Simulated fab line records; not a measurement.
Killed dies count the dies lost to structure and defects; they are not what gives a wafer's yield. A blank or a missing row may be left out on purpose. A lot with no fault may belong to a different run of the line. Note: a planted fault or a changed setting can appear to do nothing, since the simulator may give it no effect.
fab line records	flow n5_finfet
record: lots: 12	wafers: 36	last_day: 18
route steps=1938 shown DUMMY_REMOVAL@383 TV_LITHO@1883 PASSIVATION@1936
lots that met no fault: from a run of the same line without faults
start_h: hours from the record's first day to the start of the lot's first wafer shown	wait_h: hours elapsed since this lot's preceding step	" as in the row above	L1.1+2: a single row standing in for several wafers	- value missing, or start not given	* or withheld: withheld	< > ~ a bound
route shown NAME@n: NAME is a module with steps in the file, n the number in the route of the first one	usual: the fault-free wafers' mean and standard deviation	same: alike in all rows	chamber/n: place in a boat	sites: the reading at each site	_std_site: standard deviation of those values	_edge_site: mean of outer sites minus mean of inner sites	radius_mm: for every site, how far away it sits from the centre of the wafer	mask NAME#n: copy n	behind: the last tool/chamber to shape the wafer	hold: cause of the lot's hold/its duration in hours/its outcome	device: the n, p or np transistor that did not switch	end of line: at the end of the route, the tests of the same wafers	step lacking rows: just its recipe	killed: count of dies lost to structure and defects at first sort (not the wafer's yield)	map: the dies of a wafer, with x for killed, . for not killed, _ for no die there
set.NAME: the setting that was run; set.NAME@STEP: the one run at that earlier step	model.NAME: the simulator's own value behind a step, which no gauge read
route steps across a sampled set of lots; one table per step, one row per wafer
services: from which hour (start_h, from the record's first day; less than 0 if before it) a tool's chamber was out of use, for how many hours, and why
== steps ==
step: N5_DUMMY_REMOVAL_PRECLEAN_04
recipe: chemistry: DHF	time_s: 37	temp_c: 25	dilution: 500:1
lot.wafer	tool	chamber	start_h	wait_h
L330.3+5+6	wet_bench-03	7,3,4	71.98	0.1
L331.2+4+6	wet_bench-03	3,4,1	78.02	0.2
L332.1+4+5	wet_bench-02	4,0,3	81.77	0.2
L333.1+4+6	wet_bench-03	3,6,1	88.01	0.2
L334.1+5+6	wet_bench-03	4,6,0	97.56	0.2
L335.1+2+3	wet_bench-02	2,3,4	102.65	0.2
L336.1+3+6	wet_bench-03	6,5,3	108.09	0.2
L338.3+4+6	wet_bench-04	3,2,6	122.50	0.1
L342.2+3+5	wet_bench-04	1,2,6	142.81	0.2
L346.3+4+6	wet_bench-03	0,7,2	168.07	0.1
L347.1+5+6	wet_bench-03	7,1,6	173.58	0.2
L352.1+4+5	wet_bench-02	7,6,4	205.30	0.2
step: N5_PASSIVATION_CD_MEAS_10
recipe: target_cd_nm: 3000	landing_energy_ev: 500	detector: se_inlens
usual: cd_nm: 2999.5/2.9
lot.wafer	tool	chamber	start_h	wait_h	cd_nm
L330.3	cd_sem-02	0	257.65	-	3006.2
L330.5	"	0	"	"	3005.6
L330.6	"	0	"	"	3002.5
L331.2	cd_sem-02	0	261.18	-	3004.7
L331.4	"	0	"	"	3001.3
L331.6	"	0	"	"	3002.5
L332.1	cd_sem-03	0	277.61	-	3001.0
L332.4	"	0	"	"	3001.7
L332.5	"	0	"	"	3002.4
L335.1	cd_sem-02	0	283.59	-	2998.7
L335.2	"	0	"	"	2996.9
L335.3	"	0	"	"	2997.6
L334.1	cd_sem-01	0	284.00	-	2996.5
L334.5	"	0	"	"	2999.2
L334.6	"	0	"	"	2999.8
L333.1	cd_sem-02	0	288.69	-	3000.6
L333.4	"	0	"	"	3005.1
L333.6	"	0	"	"	3002.8
L336.1	cd_sem-03	0	294.71	-	3000.9
L336.3	"	0	"	"	2997.0
L336.6	"	0	"	"	2992.6
L338.3	cd_sem-02	0	317.50	-	3002.0
L338.4	"	0	"	"	3002.9
L338.6	"	0	"	"	2997.8
L342.2	cd_sem-03	0	336.74	-	3000.9
L342.3	"	0	"	"	3001.0
L342.5	"	0	"	"	3001.5
L347.1	cd_sem-03	0	380.20	-	2995.9
L347.5	"	0	"	"	2999.6
L347.6	"	0	"	"	3000.1
L346.3	cd_sem-02	0	383.37	-	2994.9
L346.4	"	0	"	"	2996.1
L346.6	"	0	"	"	2995.4
L352.1	cd_sem-03	0	416.06	-	2998.0
L352.4	"	0	"	"	3000.2
L352.5	"	0	"	"	2994.0
step: N5_PASSIVATION_DESCUM_12
recipe: chemistry: O2	time_s: 7.9	source_power_w: 50	bias_power_w: 20	pressure_mtorr: 20	rf_frequency_hz: 2.712e+07	temp_c: 40	o2_flow_sccm: 225
usual: bias_power_w: 20.01/0.066	drypump_motor_current_A: 5.8/0.49	oes_product_au: 0.82/0.097	rf_vpp_V: 243.5/1.3	showerhead_plenum_p_Torr: 2.11/0.078	throttle_valve_pct: 20.43/0.28
lot.wafer	tool	chamber	start_h	wait_h	bias_power_w	drypump_motor_current_A	oes_product_au	rf_hours_counter_h	rf_vpp_V	showerhead_plenum_p_Torr	throttle_valve_pct
L330.3	rie_diel-03	1	257.73	0.0	19.91	5.7	0.74	208	243.1	2.01	20.86
L330.5	"	0	"	"	19.95	5.6	0.70	-	243.7	2.14	20.84
L330.6	"	1	"	"	20.08	5.7	0.74	-	241.6	2.01	20.86
L331.2	rie_diel-01	3	261.31	0.1	20.03	6.6	0.73	197	243.1	2.17	20.75
L331.4	"	3	"	"	19.90	6.6	0.73	-	244.6	2.18	20.73
L331.6	"	0	"	"	20.08	5.5	0.85	-	244.4	2.10	20.05
L332.1	rie_diel-01	2	277.93	0.3	20.05	5.7	0.98	2	243.7	2.08	20.65
L332.4	"	0	"	"	19.96	5.5	0.83	-	243.1	2.10	20.06
L332.5	"	2	"	"	20.02	5.7	0.98	-	242.7	2.08	20.64
L335.1	rie_diel-02	1	283.68	0.0	20.00	6.2	0.71	219	242.6	2.05	20.25
L335.2	"	2	"	"	20.04	5.6	0.70	246	239.5	1.98	20.55
L335.3	"	3	"	"	20.13	5.5	0.84	73	245.2	2.24	20.43
L334.1	rie_diel-02	1	284.16	0.1	20.06	6.2	0.72	219	243.5	2.05	20.25
L334.5	"	3	"	"	20.15	5.5	0.84	-	245.0	2.24	20.44
L334.6	"	2	"	"	19.98	5.6	0.71	-	242.7	1.98	20.54
L333.1	rie_diel-02	1	288.79	0.0	19.94	6.2	0.71	221	245.3	2.05	20.27
L333.4	"	0	"	"	20.03	5.2	0.81	64	241.9	2.06	20.62
L333.6	"	2	"	"	19.98	5.6	0.70	-	242.2	1.98	20.54
L336.1	rie_diel-02	0	295.08	0.3	19.95	5.2	0.82	65	243.2	2.06	20.64
L336.3	"	3	"	"	20.01	5.5	0.84	77	244.6	2.24	20.45
L336.6	"	1	"	"	20.05	6.2	0.72	-	241.0	2.05	20.26
L338.3	rie_diel-03	2	317.74	0.2	20.04	5.3	0.96	15	243.9	2.13	20.26
L338.4	"	3	"	"	19.98	5.0	0.71	241	244.2	2.06	20.65
L338.6	"	2	"	"	20.07	5.3	0.98	-	244.7	2.13	20.26
L342.2	rie_diel-01	2	336.83	0.0	19.88	5.7	0.93	19	242.2	2.07	20.67
L342.3	"	3	"	"	20.01	6.6	0.70	219	243.7	2.17	20.74
L342.5	"	3	"	"	19.99	6.6	0.70	-	244.7	2.17	20.78
L347.1	rie_diel-01	1	380.40	0.1	20.00	6.6	0.90	25	244.4	2.22	19.87
L347.5	"	2	"	"	20.00	5.7	0.90	-	242.2	2.07	20.70
L347.6	"	1	"	"	19.97	6.6	0.90	-	245.5	2.22	19.87
L346.3	rie_diel-03	0	383.60	0.2	20.01	5.7	0.93	27	245.0	2.12	20.40
L346.4	"	2	"	"	19.96	5.3	0.93	34	244.9	2.13	20.29
L346.6	"	1	"	"	19.85	5.7	0.70	-	241.9	2.00	20.90
L352.1	rie_diel-01	1	416.15	0.0	20.07	6.6	0.87	31	244.9	2.22	19.89
L352.4	"	2	"	"	19.98	5.7	0.88	46	241.9	2.06	20.73
L352.5	"	3	"	"	19.96	6.6	0.68	-	245.2	2.16	20.82
step: N5_PASSIVATION_PROBE_49
usual: defect_limited_yield: 91.1/1.5	killed_at_M0_to_M3: 37/11	killed_at_M4_up: 13/5.6	killed_at_contacts: 12/5.6	killed_at_front_end: 39/11	killed_at_other: 4/3.1	killed_dies: 105/18	killed_on_rim: 14/3.8	killed_open: 69/13	killed_short: 35/7.4	sort_bin_4_leakage: 0.00/0.022	sort_bin_5_function: 5.1/0.92	sort_bin_6_memory: 3.4/0.76	sort_bin_8_speed: 0.02/0.11	sort_n_pass: 1075/18	sort_yield_pct: 91.1/1.5
same: gross_dies: 1180	killed_at_back_side: 0
lot.wafer	tool	chamber	start_h	wait_h	defect_limited_yield[%]	killed_at_M0_to_M3	killed_at_M4_up	killed_at_contacts	killed_at_front_end	killed_at_other	killed_dies	killed_on_rim	killed_open	killed_short	sort_bin_4_leakage[%]	sort_bin_5_function[%]	sort_bin_6_memory[%]	sort_bin_8_speed[%]	sort_n_pass	sort_yield_pct[%]
L335.1	prober-01	-	290.39	0.0	89.2	24	25	15	62	2	128	15	79	40	0	6.4	3.4	0	1052	89.2
L335.2	prober-01	-	290.44	0.1	93.8	17	16	11	23	6	73	11	44	28	0	4.2	1.6	0.08	1106	93.7
L335.3	prober-01	-	290.49	0.1	92.2	30	21	8	33	0	92	13	59	30	0	4.6	2.8	0	1088	92.2
L338.3	prober-02	-	324.51	0.1	88.1	50	22	26	37	6	141	15	108	32	0	7.5	4.2	0	1039	88.1
L338.4	prober-02	-	324.56	0.2	89.6	39	16	8	59	1	123	17	80	43	0	5.5	4.5	0	1057	89.6
L338.6	prober-02	-	324.66	0.3	92.2	31	7	10	41	3	92	12	60	31	0	4.9	2.6	0	1088	92.2
L346.3	prober-02	-	390.29	0.1	86.5	26	10	11	111	1	159	20	56	38	0	9.0	3.6	0	1021	86.5
L346.4	prober-02	-	390.34	0.2	85.8	36	15	13	103	1	168	23	61	34	0	9.3	3.6	0	1012	85.8
L346.6	prober-02	-	390.44	0.3	82.5	35	18	12	140	2	207	19	67	36	0	11.1	5.3	0	973	82.5
L347.1	prober-02	-	395.17	0.0	85.3	19	11	18	121	4	173	34	72	33	0	8.6	4.7	0	1007	85.3
L347.5	prober-02	-	395.37	0.2	84.4	25	10	4	142	3	184	16	62	26	0	9.4	4.5	0	996	84.4
L347.6	prober-02	-	395.42	0.3	86.0	35	15	7	106	2	165	27	72	32	0	8.8	4.2	0	1015	86.0
L352.1	prober-02	-	422.67	0.0	88.8	43	14	11	62	2	132	16	90	42	0	5.9	5.2	0	1048	88.8
L352.4	prober-02	-	422.82	0.2	88.7	47	31	10	45	0	133	17	91	42	0	5.8	5.0	0	1047	88.7
L352.5	prober-02	-	422.87	0.2	89.3	49	15	5	54	3	126	16	83	41	0	6.4	3.7	0	1054	89.3
killed by level:class
L335.1 BEOL_M4:geometric_particle:open=18 MOL_CONTACT_COAG:geometric_particle:open=13 STI_FIN_REVEAL:geometric_particle:open=12 FIN_SAQP:geometric_particle:short=11 BEOL_M0_SAQP:geometric_particle:short=9 FIN_SAQP:geometric_particle:open=8 HKMG_FIN:area_etch=8 GATE_CUT:geometric_particle:short=6
L335.2 MOL_CONTACT_COAG:geometric_particle:open=9 BEOL_M4:geometric_particle:open=8 BEOL_M0_SAQP:geometric_particle:short=6 BEOL_M1:geometric_particle:open=6 FIN_SAQP:geometric_particle:short=5 PAD_METAL:geometric_particle:short=5 DUMMY_GATE:geometric_particle:open=4 BEOL_M0_SAQP:geometric_particle:open=4
L335.3 BEOL_M0_SAQP:geometric_particle:open=12 FIN_SAQP:geometric_particle:short=10 BEOL_M4:geometric_particle:open=9 STI_FIN_REVEAL:geometric_particle:open=7 MOL_CONTACT_COAG:geometric_particle:open=7 BEOL_M0_SAQP:geometric_particle:short=7 BEOL_M2:geometric_particle:short=4 BEOL_M3:geometric_particle:open=4
L338.3 MOL_CONTACT_COAG:geometric_particle:open=19 STI_FIN_REVEAL:geometric_particle:open=16 BEOL_M4:geometric_particle:open=13 BEOL_M0_SAQP:geometric_particle:open=13 BEOL_M0_SAQP:geometric_particle:short=13 BEOL_M3:geometric_particle:open=9 BEOL_M1:geometric_particle:open=8 MOL_CONTACT_COAG:geometric_particle:short=7
L338.4 STI_FIN_REVEAL:geometric_particle:open=26 BEOL_M0_SAQP:geometric_particle:open=13 BEOL_M0_SAQP:geometric_particle:short=9 ILD0:geometric_particle:short=7 BEOL_M1:geometric_particle:open=6 MOL_CONTACT_COAG:geometric_particle:open=5 BEOL_M0:geometric_particle:open=5 STARTING-WAFER:geometric_particle:short=5
L338.6 STI_FIN_REVEAL:geometric_particle:open=16 BEOL_M1:geometric_particle:open=14 MOL_CONTACT_COAG:geometric_particle:open=7 BEOL_M0_SAQP:geometric_particle:short=6 GATE_CUT:geometric_particle:short=4 BEOL_M0_SAQP:geometric_particle:open=4 STARTING-WAFER:geometric_particle:open=4 FIN_SAQP:geometric_particle:open=3
L346.3 DUMMY_REMOVAL:unspecified=65 STI_FIN_REVEAL:geometric_particle:open=13 FIN_SAQP:geometric_particle:short=12 FIN_SAQP:geometric_particle:open=9 MOL_CONTACT_COAG:geometric_particle:open=7 GATE_CUT:geometric_particle:short=6 BEOL_M3:geometric_particle:open=6 BEOL_M4:geometric_particle:open=5
L346.4 DUMMY_REMOVAL:unspecified=71 BEOL_M0_SAQP:geometric_particle:short=12 MOL_CONTACT_COAG:geometric_particle:open=11 GATE_CUT:geometric_particle:short=9 STI_FIN_REVEAL:geometric_particle:open=8 BEOL_M3:geometric_particle:open=7 BEOL_M2:geometric_particle:open=6 BEOL_M4:geometric_particle:open=6
L346.6 DUMMY_REMOVAL:unspecified=104 BEOL_M0_SAQP:geometric_particle:short=13 MOL_CONTACT_COAG:geometric_particle:open=11 BEOL_M4:geometric_particle:open=10 STI_FIN_REVEAL:geometric_particle:open=8 BEOL_M0_SAQP:geometric_particle:open=8 BEOL_M3:geometric_particle:open=7 FIN_SAQP:geometric_particle:short=6
L347.1 DUMMY_REMOVAL:unspecified=68 FIN_SAQP:geometric_particle:open=21 FIN_SAQP:geometric_particle:short=13 MOL_CONTACT_COAG:geometric_particle:open=13 BEOL_M0_SAQP:geometric_particle:short=7 STI_FIN_REVEAL:geometric_particle:open=5 MOL_CONTACT_COAG:geometric_particle:short=5 BEOL_M2:geometric_particle:open=4
L347.5 DUMMY_REMOVAL:unspecified=96 FIN_SAQP:geometric_particle:open=18 STI_FIN_REVEAL:geometric_particle:open=7 BEOL_M0_SAQP:geometric_particle:short=6 BEOL_M0_SAQP:geometric_particle:open=6 FIN_SAQP:geometric_particle:short=5 GATE_CUT:geometric_particle:short=5 BEOL_M1:geometric_particle:open=4
L347.6 DUMMY_REMOVAL:unspecified=60 BEOL_M0_SAQP:geometric_particle:open=15 FIN_SAQP:geometric_particle:open=12 BEOL_M0_SAQP:geometric_particle:short=8 GATE_CUT:geometric_particle:short=7 GATE_CUT:geometric_particle:open=7 MOL_CONTACT_COAG:geometric_particle:open=6 STI_FIN_REVEAL:geometric_particle:open=5
L352.1 STI_FIN_REVEAL:geometric_particle:open=18 FIN_SAQP:geometric_particle:open=16 FIN_SAQP:geometric_particle:short=10 BEOL_M0_SAQP:geometric_particle:open=10 BEOL_M0_SAQP:geometric_particle:short=9 MOL_CONTACT_COAG:geometric_particle:open=8 BEOL_M2:geometric_particle:open=7 STI_FIN_REVEAL:geometric_particle:short=5
L352.4 BEOL_M4:geometric_particle:open=14 BEOL_M0_SAQP:geometric_particle:open=13 FIN_SAQP:geometric_particle:short=11 FIN_SAQP:geometric_particle:open=11 STI_FIN_REVEAL:geometric_particle:open=9 BEOL_M2:geometric_particle:open=8 BEOL_M5:geometric_particle:open=8 MOL_CONTACT_COAG:geometric_particle:open=7
L352.5 FIN_SAQP:geometric_particle:open=17 FIN_SAQP:geometric_particle:short=13 BEOL_M1:geometric_particle:open=11 BEOL_M2:geometric_particle:open=9 BEOL_M0_SAQP:geometric_particle:open=6 BEOL_M3:geometric_particle:open=6 BEOL_M4:geometric_particle:open=6 BEOL_M0_SAQP:geometric_particle:short=5
== services ==
tool	chamber	start_h	hours	kind
rie_diel-03	3	48.58	9.8	repair
rie_diel-01	3	50.91	4.7	repair
rie_diel-01	0	55.60	-	clean
rie_diel-01	0	55.60	-	consumable_replace:focus_ring
rie_diel-01	0	55.60	23.9	scheduled_down
rie_diel-01	0	55.60	23.9	vent_cycle
wet_bench-04	-	74.32	1.9	pm
rie_diel-03	1	76.00	12.8	repair
rie_diel-01	-	94.55	4.1	repair
rie_diel-02	-	204.96	14.6	pm
rie_diel-01	3	218.89	5.0	repair
rie_diel-02	0	225.17	5.2	repair
rie_diel-01	2	237.75	12.4	repair
rie_diel-01	2	250.55	-	clean
rie_diel-01	2	250.55	-	consumable_replace:focus_ring
rie_diel-01	2	250.55	18.5	scheduled_down
wet_bench-03	-	289.85	4.6	repair
rie_diel-02	2	301.04	12.7	repair
rie_diel-01	1	326.94	2.6	repair
rie_diel-02	1	334.58	3.1	repair
rie_diel-02	3	379.35	6.9	repair
rie_diel-01	-	381.04	0.8	repair
rie_diel-01	1	387.40	9.6	repair
rie_diel-03	2	414.03	17.4	repair
== key ==
first_sign: step: N5_PASSIVATION_PROBE_49	reading: killed_at_front_end	direction: up	sigmas: 7.4	usual: 39	struck: 120
effect: step: N5_PASSIVATION_PROBE_49	reading: defect_limited_yield	direction: down	sigmas: 4	usual: 91.1	struck: 85.1
more_kills_born_at: N5_DUMMY_REMOVAL_PRECLEAN_04@wet_bench-03: 464
met_at N5_DUMMY_REMOVAL_PRECLEAN_04
struck_lots L346,L347
not_acting_at N5_PASSIVATION_CD_MEAS_10,N5_PASSIVATION_DESCUM_12
onset_between 108.09 168.07
fault: kind: chamber_particle_source	tool: wet_bench-03	chamber: -	onset_h: 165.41	steps: N5_DUMMY_REMOVAL_PRECLEAN_04	rate_per_visit_cm2: 0.41308	end_h: 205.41
